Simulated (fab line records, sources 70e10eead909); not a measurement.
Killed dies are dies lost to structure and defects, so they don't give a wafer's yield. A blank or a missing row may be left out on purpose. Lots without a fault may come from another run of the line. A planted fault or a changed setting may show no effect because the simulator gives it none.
fab line records | flow nand_harc | part 2 of 2: steps 30 to 41 of 41
record lots=5 wafers=15 last_day=31
route steps=1302 shown P_GATE@194 P_CONTACT@217
lots that met no fault: from a run of the same line without faults
start_h: hours from the record's first day to the start of the lot's first wafer shown | wait_h: hours since the lot's step before | " the same as in the row above | L1.1+2: a row that stands for several wafers | - no value, or no start given | * or withheld: withheld | < > ~ a bound
route shown NAME@n: a module of which the file shows steps, and the number in the route of the first | usual: mean/standard deviation of fault-free wafers | same: alike in all rows | chamber/n: place in a boat | sites: the reading at each site | _std_site: their standard deviation | _edge_site: outer sites' mean less inner sites' | radius_mm: how far each site lies from the wafer's centre | mask NAME#n: copy n | behind: the tool/chamber that last shaped the wafer | hold: why the lot was held/for how many hours/how that ended | device: the transistor (n, p or np) that didn't switch | end of line: the same wafers' tests at the end of the route | a step without rows: its recipe alone | killed: dies lost to structure and defects at the first sort, not the wafer's yield | map: a wafer's dies, x killed, . not, _ none there
set.NAME: the setting as run; set.NAME@STEP: as run at that earlier step | model.NAME: the simulator's own value behind a step, which no gauge read
lots at some steps of the route; a table a step, a row a wafer
services: from which hour (start_h, from the record's first day; less than 0 if before it) a tool's chamber was out of use, for how many hours, and why
## steps
# step NHARC_P_CONTACT_COAT_33
# recipe temp_c=260 time_s=75
# usual heater_power_total_W=486.8/1.6
# columns lot.wafer tool chamber start_h wait_h heater_power_total_W
L074.3 litho_track-06 0 - - 485.4
L074.5 " 0 " " 484.5
L074.6 " 0 " " 485.3
L080.1 litho_track-01 0 - - 486.7
L080.2 " 0 " " 488.7
L080.3 " 0 " " 488.9
L082.2 litho_track-01 0 - - 485.9
L082.4 " 0 " " 484.8
L082.6 " 0 " " 486.3
L087.3 litho_track-01 0 - - 485.0
L087.5 " 0 " " 488.3
L087.6 " 0 " " 485.3
L092.4 litho_track-04 0 - - 487.2
L092.5 " 0 " " 486.7
L092.6 " 0 " " 489.3
# step NHARC_P_CONTACT_COAT_34
# recipe temp_c=225 time_s=65
# usual heater_power_total_W=446.6/2.1
# columns lot.wafer tool chamber start_h wait_h heater_power_total_W
L074.3 litho_track-06 0 - - 449.5
L074.5 " 0 " " 444.2
L074.6 " 0 " " 449.8
L080.1 litho_track-01 0 - - 445.9
L080.2 " 0 " " 444.3
L080.3 " 0 " " 444.7
L082.2 litho_track-01 0 - - 447.7
L082.4 " 0 " " 444.5
L082.6 " 0 " " 449.0
L087.3 litho_track-01 0 - - 446.5
L087.5 " 0 " " 445.0
L087.6 " 0 " " 444.9
L092.4 litho_track-04 0 - - 449.5
L092.5 " 0 " " 448.0
L092.6 " 0 " " 446.1
# step NHARC_P_CONTACT_COAT_06
# recipe spin_rpm=1500 resist_thk_nm=90
# columns lot.wafer tool chamber start_h wait_h
L074.3+5+6 litho_track-06 0 - -
L080.1+2+3 litho_track-01 0 - -
L082.2+4+6 litho_track-01 0 - -
L087.3+5+6 litho_track-01 0 - -
L092.4+5+6 litho_track-04 0 - -
# step NHARC_P_CONTACT_SOFTBAKE_07
# recipe temp_c=105 time_s=55
# usual heater_power_total_W=188.45/0.14
# columns lot.wafer tool chamber start_h wait_h heater_power_total_W
L074.3 litho_track-06 0 - - 188.32
L074.5 " 0 " " 188.33
L074.6 " 0 " " 188.73
L080.1 litho_track-01 0 - - 188.39
L080.2 " 0 " " 188.54
L080.3 " 0 " " 188.39
L082.2 litho_track-01 0 - - 188.35
L082.4 " 0 " " 188.45
L082.6 " 0 " " 188.70
L087.3 litho_track-01 0 - - 188.47
L087.5 " 0 " " 188.56
L087.6 " 0 " " 188.73
L092.4 litho_track-04 0 - - 188.64
L092.5 " 0 " " 188.46
L092.6 " 0 " " 188.42
# step NHARC_P_CONTACT_EBR_08
# columns lot.wafer tool chamber start_h wait_h
L074.3+5+6 litho_track-06 0 - -
L080.1+2+3 litho_track-01 0 - -
L082.2+4+6 litho_track-01 0 - -
L087.3+5+6 litho_track-01 0 - -
L092.4+5+6 litho_track-04 0 - -
# step NHARC_P_CONTACT_EXPOSE_09
# recipe na=1.35 target_cd_nm=90 dose_mj=81.26 mask_id=P_CA
# columns lot.wafer tool chamber start_h wait_h mask
L074.3+5+6 arfi_scanner-03 0 121.07 - P_CA#0
L080.1+2+3 arfi_scanner-01 0 185.12 - P_CA#0
L082.2+4+6 arfi_scanner-02 0 195.33 - P_CA#0
L087.3+5+6 arfi_scanner-02 0 249.40 - P_CA#0
L092.4+5+6 arfi_scanner-03 0 303.65 - P_CA#0
# step NHARC_P_CONTACT_PEB_10
# recipe peb_temp_c=100 peb_time_s=65
# usual heater_power_total_W=156.6/0.43
# columns lot.wafer tool chamber start_h wait_h heater_power_total_W
L074.3 litho_track-01 0 121.12 0.0 156.7
L074.5 " 0 " " 157.2
L074.6 " 0 " " 156.5
L080.1 litho_track-01 0 185.18 0.1 157.1
L080.2 " 0 " " 157.2
L080.3 " 0 " " 156.1
L082.2 litho_track-04 0 195.39 0.1 156.3
L082.4 " 0 " " 156.8
L082.6 " 0 " " 156.0
L087.3 litho_track-06 0 249.46 0.0 157.1
L087.5 " 0 " " 156.3
L087.6 " 0 " " 156.8
L092.4 litho_track-01 0 303.70 0.0 157.1
L092.5 " 0 " " 156.1
L092.6 " 0 " " 155.9
# step NHARC_P_CONTACT_DEVELOP_11
# recipe develop_time_s=35 dev_temp_c=23
# same develop_time_s=35
# columns lot.wafer tool chamber start_h wait_h
L074.3+5+6 litho_track-01 0 - -
L080.1+2+3 litho_track-01 0 - -
L082.2+4+6 litho_track-04 0 - -
L087.3+5+6 litho_track-06 0 - -
L092.4+5+6 litho_track-01 0 - -
# step NHARC_P_CONTACT_CD_MEAS_12
# recipe target_cd_nm=90 landing_energy_ev=500
# usual cd_nm=90.2/0.58
# columns lot.wafer tool chamber start_h wait_h cd_nm
L074.3 cd_sem-03 0 121.20 - 89.9
L074.5 " 0 " " 90.0
L074.6 " 0 " " 89.3
L080.1 cd_sem-03 0 185.26 - 90.2
L080.2 " 0 " " 90.8
L080.3 " 0 " " 90.5
L082.2 cd_sem-02 0 195.47 - 90.2
L082.4 " 0 " " 89.1
L082.6 " 0 " " 90.9
L087.3 cd_sem-03 0 249.54 - 90.0
L087.5 " 0 " " 90.2
L087.6 " 0 " " 91.2
L092.4 cd_sem-03 0 303.79 - 89.3
L092.5 " 0 " " 89.6
L092.6 " 0 " " 89.2
# step NHARC_P_CONTACT_OVL_MEAS_13
# usual overlay_x_nm=-0.2/0.82 overlay_y_nm=-0.1/0.81
# columns lot.wafer tool chamber start_h wait_h overlay_x_nm overlay_y_nm
L074.3 overlay-02 - 121.29 - -0.5 1.4
L074.5 " - " " -0.7 2.0
L074.6 " - " " -0.4 1.8
L080.1 overlay-01 - 185.35 - -0.1 0.5
L080.2 " - " " 0.0 0.3
L080.3 " - " " -0.1 0.2
L082.2 overlay-02 - 195.56 - -2.0 0.4
L082.4 " - " " -2.0 0.1
L082.6 " - " " -1.5 0.1
L087.3 overlay-02 - 249.62 - -0.6 -0.5
L087.5 " - " " -0.9 -0.8
L087.6 " - " " -0.4 -1.1
L092.4 overlay-02 - 303.87 - -0.2 -0.1
L092.5 " - " " -0.4 0.4
L092.6 " - " " -1.4 0.2
# step NHARC_P_CONTACT_INSPECT_14
# usual raw_defect_count=3.9/2
# columns lot.wafer tool chamber start_h wait_h raw_defect_count
L074.3 defect_inspect-02 - 121.32 0.0 5
L074.5 " - " " 5
L074.6 " - " " 8
L080.1 defect_inspect-02 - 185.38 0.0 4
L080.2 " - " " 1
L080.3 " - " " 2
L082.2 defect_inspect-02 - 195.59 0.0 4
L082.4 " - " " 5
L082.6 " - " " 2
L087.3 defect_inspect-01 - 249.66 0.0 7
L087.5 " - " " 6
L087.6 " - " " 6
L092.4 defect_inspect-02 - 303.90 0.0 1
L092.5 " - " " 1
L092.6 " - " " 2
# step NHARC_P_CONTACT_DESCUM_17
# recipe time_s=3 o2_flow_sccm=200 ar_flow_sccm=0 bias_power_w=0 chemistry=O2
# usual drypump_motor_current_A=5.8/0.44 oes_product_au=0.999/0.0092 rf_vpp_V=57.6/0.93 showerhead_plenum_p_Torr=1.86/0.066 throttle_valve_pct=11.311/0.0088
# columns lot.wafer tool chamber start_h wait_h drypump_motor_current_A oes_product_au rf_hours_counter_h rf_vpp_V showerhead_plenum_p_Torr throttle_valve_pct
L074.3 rie_diel-09 2 121.40 0.1 6.4 1.009 9.3 57.9 1.93 11.313
L074.6 " 0 " " 6.5 1.013 - 57.0 1.86 11.302
L074.5 " 1 " " 6.1 1.000 - 59.2 1.94 11.316
L080.1 rie_diel-02 0 185.45 0.1 5.6 0.985 4.7 57.5 1.83 11.313
L080.3 " 1 " " 5.7 1.003 4.3 58.4 1.82 11.306
L080.2 " 2 " " 6.3 1.004 4.2 56.6 1.79 11.314
L082.4 rie_diel-05 3 195.65 0.1 5.1 0.976 2.7 59.5 2.01 11.325
L082.2 " 1 " " 5.5 0.995 2.6 57.1 1.78 11.306
L082.6 " 0 " " 6.3 0.996 - 58.1 1.79 11.319
L087.3 rie_diel-05 1 249.72 0.1 5.5 1.009 0.3 57.3 1.78 11.300
L087.5 " 1 " " 5.6 1.012 - 55.8 1.78 11.306
L087.6 " 2 " " 5.9 1.003 - 57.5 1.94 11.307
L092.4 rie_diel-05 1 303.97 0.1 5.5 0.997 1.3 56.8 1.78 11.310
L092.6 " 0 " " 6.4 0.989 - 56.6 1.79 11.322
L092.5 " 1 " " 5.5 1.002 - 57.3 1.78 11.308
## services
# columns tool chamber start_h hours kind
litho_track-03 - 100.00 7.0 pm
pvd_sputter-02 - 104.00 10.0 pm
litho_track-05 - 124.00 7.0 pm
pecvd-01 - 130.13 13.0 pm
wet_bench-03 - 133.37 1.6 repair
plasma_asher-02 - 137.42 0.9 repair
litho_track-01 - 155.00 7.0 pm
plasma_asher-02 - 163.99 0.9 repair
plasma_asher-01 - 165.46 9.0 pm
pecvd-01 - 170.30 2.1 repair
wet_bench-04 - 171.84 26.0 repair
plasma_asher-02 - 172.25 0.9 repair
litho_track-06 - 179.00 7.0 pm
litho_track-04 - 203.00 7.0 pm
wet_bench-03 - 210.40 8.0 pm
pvd_sputter-01 - 226.00 10.0 pm
plasma_asher-01 - 226.47 6.6 repair
pecvd-01 - 237.66 0.9 repair
wet_bench-02 - 244.00 8.0 pm
litho_track-07 - 251.00 7.0 pm
litho_track-03 - 275.00 7.0 pm
pvd_sputter-02 - 282.00 10.0 pm
pvd_sputter-01 - 286.64 3.5 repair
litho_track-05 - 299.00 7.0 pm
